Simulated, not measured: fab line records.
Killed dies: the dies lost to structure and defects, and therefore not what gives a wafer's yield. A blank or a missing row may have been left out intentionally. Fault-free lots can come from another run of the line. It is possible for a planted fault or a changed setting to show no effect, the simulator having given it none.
One fault seen from 2 desks    flow n5_finfet    what lay behind the numbers comes last; until then each desk has only its own

## TOOL OWNER'S DESK, rtp_anneal-02
Per lot that ran on this tool, the mean of the sampled wafers carrying a number, from the tool's own readings at N5_SD_ACTIVATION_RTA_00 (time 0 s). A lot is out of limits, marked OUT, if its mean lies more than 4 standard deviations from the usual mean; the brackets give that distance. Of its 9 readings 7 are shown: the one that was out of limits first, and those that lie furthest out on some lot.
Columns: A = lamp_power_pct at N5_SD_ACTIVATION_RTA_00, usual 8.96 %; B = lamp_zone_1_pct at N5_SD_ACTIVATION_RTA_00, usual 8.952 %; C = lamp_zone_2_pct at N5_SD_ACTIVATION_RTA_00, usual 8.953 %; D = lamp_zone_3_pct at N5_SD_ACTIVATION_RTA_00, usual 8.951 %; E = lamp_zone_4_pct at N5_SD_ACTIVATION_RTA_00, usual 8.951 %; F = lamp_zone_5_pct at N5_SD_ACTIVATION_RTA_00, usual 8.955 %; G = lamp_zone_7_pct at N5_SD_ACTIVATION_RTA_00, usual 9.352 %
lot   first seen here  A                B                C                D                E                F                G
L394  day 4 12:15      8.97             8.938            8.946            8.942            8.952            8.979            9.341
L402  day 6 08:50      9.27 (+5.8) OUT  9.300 (+16) OUT  9.325 (+14) OUT  9.279 (+13) OUT  9.303 (+14) OUT  9.309 (+16) OUT  9.708 (+14) OUT
L403  day 6 16:58      9.30 (+6.5) OUT  9.303 (+16) OUT  9.256 (+12) OUT  9.276 (+12) OUT  9.285 (+13) OUT  9.300 (+16) OUT  9.729 (+15) OUT
L404  day 6 21:38      9.32 (+6.7) OUT  9.302 (+16) OUT  9.283 (+13) OUT  9.310 (+14) OUT  9.314 (+14) OUT  9.299 (+16) OUT  9.715 (+15) OUT
L413  day 9 05:53      8.95             8.970            8.952            8.925            8.953            8.944            9.360
This desk's finding: out of limits on L402, L403, L404; first on L402, day 6 08:50 (lamp_power_pct at N5_SD_ACTIVATION_RTA_00). L394, L413 stayed within limits.

## METROLOGY DESK
Lot by lot, what the gauges showed, no matter which tool ran the lot: averages of those sampled wafers that carry a number. A lot is out of limits, marked OUT, if its mean lies more than 4 standard deviations from the usual mean; the brackets give that distance. Of its 15 readings 7 are shown: the one that was out of limits first, and those that lie furthest out on some lot.
Columns: A = DIBL_N at N5_BEOL_M4_RC_MEAS_101, usual 36.0 mV/V; B = IOFF_N at N5_BEOL_M4_RC_MEAS_101, usual 0.16 nA/um; C = IOFF_N_85C at N5_BEOL_M4_RC_MEAS_101, usual 3.0 nA/um; D = IOFF_N_LIN at N5_BEOL_M4_RC_MEAS_101, usual 0.072 nA/um; E = REXT_N at N5_BEOL_M4_RC_MEAS_101, usual 75.3 ohm.um; F = REXT_P at N5_BEOL_M4_RC_MEAS_101, usual 100.4 ohm.um; G = SS_N at N5_BEOL_M4_RC_MEAS_101, usual 71.4 mV/dec
lot   first seen here  A                B                C               D                 E                F                G
L394  day 9 10:52      35.6             0.16             3.0             0.069             73.8             102.5            71.3
L402  day 11 08:05     47.2 (+6.2) OUT  0.47 (+8.8) OUT  7.5 (+8.0) OUT  0.146 (+5.7) OUT  65.5 (-6.1) OUT  93.4             74.6 (+5.4) OUT
L403  day 11 10:07     43.5 (+4.2) OUT  0.33 (+5.0) OUT  5.7 (+4.7) OUT  0.127 (+4.2) OUT  66.6 (-5.4) OUT  91.1 (-4.7) OUT  72.9
L404  day 11 10:08     44.2 (+4.6) OUT  0.39 (+6.7) OUT  6.6 (+6.3) OUT  0.141 (+5.3) OUT  65.3 (-6.3) OUT  93.9             73.7
L407  day 12 16:12     35.2             0.16             3.1             0.076             75.0             99.2             71.2
L409  day 12 17:22     36.4             0.16             3.0             0.072             75.6             100.7            71.5
L408  day 12 22:46     36.6             0.15             3.0             0.070             74.4             99.8             71.6
L413  day 14 06:26     38.1             0.17             3.3             0.080             74.6             104.6            71.9
This desk reports L402, L403, L404 out of limits; the earliest was L402 at day 11 08:05 (DIBL_N at N5_BEOL_M4_RC_MEAS_101). L394, L407, L409, L408, L413 stayed within limits.

## PUT TOGETHER
On L402, L403, L404, at day 6 08:50, an alarm was possible from the tool owner's desk.
The metrology desk could have raised an alarm at day 11 08:05, on L402, L403, L404.
All the named lots went through N5_SD_ACTIVATION_RTA_00 on rtp_anneal-02.

## WHAT HAD BEEN PUT IN BY THE SIMULATOR
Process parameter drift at N5_SD_ACTIVATION_RTA_00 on rtp_anneal-02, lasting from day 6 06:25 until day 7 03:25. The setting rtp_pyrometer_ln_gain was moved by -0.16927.
Shown lots that were struck: L402, L403, L404.
Fault start to first reading out of limits, in hours, per desk: tool owner, 2; metrology, 122.
